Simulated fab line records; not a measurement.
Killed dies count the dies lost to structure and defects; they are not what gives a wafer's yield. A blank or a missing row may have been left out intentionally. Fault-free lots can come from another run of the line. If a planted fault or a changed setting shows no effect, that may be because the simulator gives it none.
Which tool is to blame? | flow nand harc | 24 lots with 72 wafers sampled at 5 steps, on a route of 1302 steps

== WHAT THE GAUGES SHOWED, per wafer ==
NHARC_A_ONON_D1_THK_MEAS_21: measures by ellipsometry. Usual: thk nm at 1000 nm, with a standard deviation of 8.8.
lot  | measured     | on            | thk nm (nm)    | flag
L074 | day 8 04:07  | film metro-02 | 1013 1014 1015 |
L076 | day 8 22:57  | film metro-02 | 988 986 988    |
L075 | day 8 22:56  | film metro-01 | 994 995 996    |
L077 | day 9 11:46  | film metro-01 | 1008 1009 1009 |
L078 | day 9 18:01  | film metro-02 | 993 993 992    |
L079 | day 10 13:50 | film metro-02 | 1002 1002 1002 |
L080 | day 10 22:15 | film metro-02 | 1010 1009 1010 |
L081 | day 11 04:28 | film metro-02 | 993 992 992    |
L082 | day 11 14:40 | film metro-02 | 1001 1002 1002 |
L083 | day 12 06:10 | film metro-01 | 1016 1014 1016 |
L084 | day 12 20:27 | film metro-01 | 986 989 988    |
L085 | day 12 20:26 | film metro-02 | 1002 1005 1001 |
L086 | day 13 10:12 | film metro-01 | 990 990 993    |
L087 | day 13 13:47 | film metro-01 | 1001 1002 1005 |
L088 | day 14 08:35 | film metro-02 | 999 999 998    |
L089 | day 14 08:54 | film metro-01 | 1017 1018 1015 |
L091 | day 15 01:47 | film metro-02 | 1008 1008 1008 |
L090 | day 15 01:49 | film metro-01 | 1005 1004 1003 |
L092 | day 15 20:57 | film metro-01 | 995 995 996    |
L093 | day 15 20:59 | film metro-01 | 1000 1001 1002 |
L094 | day 16 22:43 | film metro-01 | 998 996 998    |
L095 | day 17 10:32 | film metro-01 | 988 988 990    |
L096 | day 17 10:33 | film metro-02 | 988 990 988    |
L097 | day 17 20:04 | film metro-01 | 996 994 994    |

NHARC_A_ONON_D1_THK_MEAS_27: measures by ellipsometry. Usual: thk nm at 1001 nm, with a standard deviation of 10.
lot  | measured     | on            | thk nm (nm)    | flag
L074 | day 8 05:16  | film metro-01 | 1002 1003 1004 |
L076 | day 9 00:05  | film metro-01 | 994 993 995    |
L075 | day 9 00:04  | film metro-02 | 1002 1000 1001 |
L077 | day 9 12:55  | film metro-01 | 1016 1016 1017 |
L078 | day 9 19:11  | film metro-01 | 999 1000 1001  |
L079 | day 10 14:58 | film metro-01 | 980 978 979    |
L080 | day 10 23:23 | film metro-01 | 1003 1003 1003 |
L081 | day 11 05:35 | film metro-01 | 1008 1007 1009 |
L082 | day 11 15:48 | film metro-01 | 1011 1010 1011 |
L083 | day 12 07:18 | film metro-01 | 995 995 995    |
L084 | day 12 21:50 | film metro-01 | 1006 1008 1007 |
L085 | day 12 21:43 | film metro-02 | 1014 1013 1012 |
L086 | day 13 11:20 | film metro-01 | 1010 1009 1009 |
L087 | day 13 14:55 | film metro-02 | 999 999 998    |
L088 | day 14 09:43 | film metro-01 | 991 992 992    |
L089 | day 14 10:02 | film metro-02 | 1000 999 1002  |
L091 | day 15 02:55 | film metro-02 | 978 978 977    |
L090 | day 15 02:57 | film metro-01 | 1006 1006 1006 |
L092 | day 15 22:05 | film metro-01 | 986 989 987    |
L093 | day 15 22:07 | film metro-01 | 1008 1006 1007 |
L094 | day 16 23:52 | film metro-01 | 1018 1019 1018 |
L095 | day 17 11:40 | film metro-01 | 1000 1003 1003 |
L096 | day 17 11:41 | film metro-02 | 994 994 994    |
L097 | day 17 21:11 | film metro-01 | 1005 1003 1004 |

== WHICH TOOL RAN EACH LOT (tool, then ch and the chambers of the sampled wafers, then the start) ==
lot  | NHARC_P_BONDPAD_ETCH_24                       | NHARC_P_BONDPAD_PVD_17                  | NHARC_P_BONDPAD_ANNEAL_28
L074 | rie diel-13 ch 0,1,2, day 6 17:45 or earlier  | pvd sputter-01, day 6 17:45 or earlier  | rtp anneal-02 ch 0, day 6 17:45
L076 | rie diel-02 ch 0,1,2, day 7 12:29 or earlier  | pvd sputter-01, day 7 12:29 or earlier  | rtp anneal-02 ch 0, day 7 12:29
L075 | rie diel-02 ch 2,3, day 7 13:25 or earlier    | pvd sputter-03, day 7 13:25 or earlier  | rtp anneal-02 ch 0, day 7 13:25
L077 | rie diel-06 ch 1,3, day 8 01:10 or earlier    | pvd sputter-03, day 8 01:10 or earlier  | rtp anneal-02 ch 0, day 8 01:10
L078 | rie diel-06 ch 0,3, day 8 06:52 or earlier    | pvd sputter-01, day 8 06:52 or earlier  | rtp anneal-02 ch 0, day 8 06:52
L079 | rie diel-06 ch 2,3, day 8 21:28               | pvd sputter-02, day 8 22:38 or earlier  | rtp anneal-02 ch 0, day 8 22:38
L080 | rie diel-06 ch 0,1,3, day 9 09:22 or earlier  | pvd sputter-02, day 9 09:22 or earlier  | rtp anneal-02 ch 0, day 9 09:22
L081 | rie diel-06 ch 1,2,3, day 9 14:21 or earlier  | pvd sputter-01, day 9 14:21 or earlier  | rtp anneal-02 ch 0, day 9 14:21
L082 | rie diel-06 ch 0,1, day 10 02:27 or earlier   | pvd sputter-03, day 10 02:27 or earlier | rtp anneal-02 ch 0, day 10 02:27
L083 | rie diel-13 ch 0,1,3, day 10 13:14 or earlier | pvd sputter-03, day 10 13:14 or earlier | rtp anneal-02 ch 0, day 10 13:14
L084 | rie diel-02 ch 1,2, day 11 03:37              | pvd sputter-02, day 11 04:54 or earlier | rtp anneal-01 ch 0, day 11 04:54
L085 | rie diel-02 ch 2,3, day 11 04:28              | pvd sputter-01, day 11 05:39 or earlier | rtp anneal-02 ch 0, day 11 05:39
L086 | rie diel-06 ch 1,2,3, day 11 20:50 or earlier | pvd sputter-01, day 11 20:50 or earlier | rtp anneal-02 ch 0, day 11 20:50
L087 | rie diel-13 ch 0,1,3, day 12 02:47 or earlier | pvd sputter-01, day 12 02:47 or earlier | rtp anneal-02 ch 0, day 12 02:47
L088 | rie diel-06 ch 0,1,3, day 12 20:10 or earlier | pvd sputter-02, day 12 20:10 or earlier | rtp anneal-02 ch 0, day 12 20:10
L089 | rie diel-06 ch 0,2,3, day 12 21:32 or earlier | pvd sputter-03, day 12 21:32 or earlier | rtp anneal-01 ch 0, day 12 21:32
L091 | rie diel-02 ch 0,1,2, day 13 13:47 or earlier | pvd sputter-02, day 13 13:47 or earlier | rtp anneal-02 ch 0, day 13 13:47
L090 | rie diel-06 ch 0,3, day 13 14:25 or earlier   | pvd sputter-03, day 13 14:25 or earlier | rtp anneal-01 ch 0, day 13 14:25
L092 | rie diel-13 ch 0,3, day 14 04:02 or earlier   | pvd sputter-01, day 14 04:02 or earlier | rtp anneal-01 ch 0, day 14 04:02
L093 | rie diel-13 ch 0,2,3, day 14 12:47 or earlier | pvd sputter-03, day 14 12:47 or earlier | rtp anneal-01 ch 0, day 14 12:47
L094 | rie diel-06 ch 1,2, day 15 10:47 or earlier   | pvd sputter-01, day 15 10:47 or earlier | rtp anneal-01 ch 0, day 15 10:47
L095 | rie diel-13 ch 0,1,3, day 15 19:46            | pvd sputter-02, day 15 21:07 or earlier | rtp anneal-02 ch 0, day 15 21:07
L096 | rie diel-06 ch 0,1,2, day 16 00:18 or earlier | pvd sputter-02, day 16 00:18 or earlier | rtp anneal-01 ch 0, day 16 00:18
L097 | rie diel-06 ch 0,2,3, day 16 07:03 or earlier | pvd sputter-03, day 16 07:03 or earlier | rtp anneal-02 ch 0, day 16 07:03
- NHARC_P_BONDPAD_ETCH_24: etches the open film in CF4/N2, target depth 30 nm, time 72.99 s.
- NHARC_P_BONDPAD_PVD_17: deposits TaN, target thk 5 nm, time 8.06 s.
- NHARC_P_BONDPAD_ANNEAL_28: time 90 s.

== WHAT THE TOOLS THEMSELVES READ (means of the sampled wafers that have a number; where no wafer has one, the mark that the record gives instead) ==
NHARC_P_BONDPAD_ETCH_24. Usual: drypump motor current A 5.7 A, standard deviation 0.43; oes product au 0.999 a.u., standard deviation 0.0077; rf vpp V 314.8 V, standard deviation 2.3; showerhead plenum p Torr 2.66 Torr, standard deviation 0.13; throttle valve pct 19.793 %, standard deviation 0.0081.
lot  | tool        | drypump motor current A (A) | oes product au (a.u.) | rf vpp V (V) | showerhead plenum p Torr (Torr) | throttle valve pct (%) | flag
L074 | rie diel-13 | 5.7                         | 1.009                 | 315.5        | 2.69                            | 19.792                 |
L076 | rie diel-02 | 5.7                         | 1.000                 | 317.2        | 2.76                            | 19.793                 |
L075 | rie diel-02 | 5.3                         | 0.996                 | 316.5        | 2.77                            | 19.784                 |
L077 | rie diel-06 | 5.9                         | 0.997                 | 315.8        | 2.73                            | 19.795                 |
L078 | rie diel-06 | 5.7                         | 1.008                 | 312.2        | 2.54                            | 19.794                 |
L079 | rie diel-06 | 5.7                         | 0.992                 | 314.5        | 2.62                            | 19.796                 |
L080 | rie diel-06 | 5.8                         | 1.000                 | 314.8        | 2.66                            | 19.794                 |
L081 | rie diel-06 | 5.6                         | 0.999                 | 315.1        | 2.66                            | 19.786                 |
L082 | rie diel-06 | 5.7                         | 1.004                 | 316.4        | 2.70                            | 19.792                 |
L083 | rie diel-13 | 6.1                         | 0.999                 | 316.3        | 2.73                            | 19.805                 |
L084 | rie diel-02 | 5.5                         | 1.004                 | 317.0        | 2.81                            | 19.801                 |
L085 | rie diel-02 | 5.2                         | 1.000                 | 316.5        | 2.77                            | 19.787                 |
L086 | rie diel-06 | 5.6                         | 1.002                 | 314.5        | 2.66                            | 19.785                 |
L087 | rie diel-13 | 6.1                         | 1.000                 | 315.3        | 2.73                            | 19.795                 |
L088 | rie diel-06 | 5.7                         | 0.998                 | 315.4        | 2.66                            | 19.804                 |
L089 | rie diel-06 | 5.6                         | 1.003                 | 312.9        | 2.54                            | 19.800                 |
L091 | rie diel-02 | 5.7                         | 0.999                 | 316.6        | 2.76                            | 19.800                 |
L090 | rie diel-06 | 5.7                         | 0.999                 | 313.1        | 2.54                            | 19.796                 |
L092 | rie diel-13 | 6.4                         | 0.993                 | 315.9        | 2.71                            | 19.796                 |
L093 | rie diel-13 | 6.0                         | 0.992                 | 314.9        | 2.67                            | 19.788                 |
L094 | rie diel-06 | 5.3                         | 0.996                 | 312.8        | 2.58                            | 19.786                 |
L095 | rie diel-13 | 6.1                         | 0.991                 | 316.0        | 2.73                            | 19.791                 |
L096 | rie diel-06 | 5.5                         | 1.002                 | 313.6        | 2.58                            | 19.796                 |
L097 | rie diel-06 | 5.5                         | 0.995                 | 312.5        | 2.54                            | 19.785                 |

NHARC_P_BONDPAD_PVD_17. Usual: throttle valve pct at 29.7 %, with a standard deviation of 0.89.
lot  | tool           | throttle valve pct (%) | flag
L074 | pvd sputter-01 | 29.7                   |
L076 | pvd sputter-01 | 29.8                   |
L075 | pvd sputter-03 | 29.1                   |
L077 | pvd sputter-03 | 30.1                   |
L078 | pvd sputter-01 | 29.3                   |
L079 | pvd sputter-02 | 29.6                   |
L080 | pvd sputter-02 | 29.6                   |
L081 | pvd sputter-01 | 28.8                   |
L082 | pvd sputter-03 | 30.1                   |
L083 | pvd sputter-03 | 30.1                   |
L084 | pvd sputter-02 | 29.4                   |
L085 | pvd sputter-01 | 29.3                   |
L086 | pvd sputter-01 | 30.0                   |
L087 | pvd sputter-01 | 29.7                   |
L088 | pvd sputter-02 | 30.7                   |
L089 | pvd sputter-03 | 29.8                   |
L091 | pvd sputter-02 | 29.7                   |
L090 | pvd sputter-03 | 30.1                   |
L092 | pvd sputter-01 | 29.2                   |
L093 | pvd sputter-03 | 29.7                   |
L094 | pvd sputter-01 | 30.0                   |
L095 | pvd sputter-02 | 30.0                   |
L096 | pvd sputter-02 | 30.0                   |
L097 | pvd sputter-03 | 30.6                   |

NHARC_P_BONDPAD_ANNEAL_28. Usual: wafer_temp_C_max at 226.00, with a standard deviation of 0.28.
lot  | tool          | wafer_temp_C_max | flag
L074 | rtp anneal-02 | 226.02           |
L076 | rtp anneal-02 | 225.67           |
L075 | rtp anneal-02 | 226.09           |
L077 | rtp anneal-02 | 225.94           |
L078 | rtp anneal-02 | 225.95           |
L079 | rtp anneal-02 | 226.08           |
L080 | rtp anneal-02 | 226.02           |
L081 | rtp anneal-02 | 226.17           |
L082 | rtp anneal-02 | 226.07           |
L083 | rtp anneal-02 | 226.08           |
L084 | rtp anneal-01 | 225.56           |
L085 | rtp anneal-02 | 226.15           |
L086 | rtp anneal-02 | 225.96           |
L087 | rtp anneal-02 | 226.20           |
L088 | rtp anneal-02 | 226.14           |
L089 | rtp anneal-01 | 225.76           |
L091 | rtp anneal-02 | 226.25           |
L090 | rtp anneal-01 | 225.78           |
L092 | rtp anneal-01 | 225.84           |
L093 | rtp anneal-01 | 225.75           |
L094 | rtp anneal-01 | 226.17           |
L095 | rtp anneal-02 | 226.06           |
L096 | rtp anneal-01 | 225.73           |
L097 | rtp anneal-02 | 225.98           |

== THE ANSWER, worked out from the rows above alone ==
Rule: take the mean of a lot's wafers that have a number; if it is more than 3 standard deviations from the usual mean, the lot is off. A lot without any number at a reading at which 4 lots or more have one is off too. All remaining lots with rows at the step are treated as sound. The gauges are gone through in route order, then the tools' own readings, and for those a lot's mean is taken as printed above. At the first step where some lot is off, the reading lying furthest off is the one used; lots without a number count as furthest.
No lot is off at any reading shown: from this, nothing can be told.

== WHAT THE SIMULATOR HAD PUT IN ==
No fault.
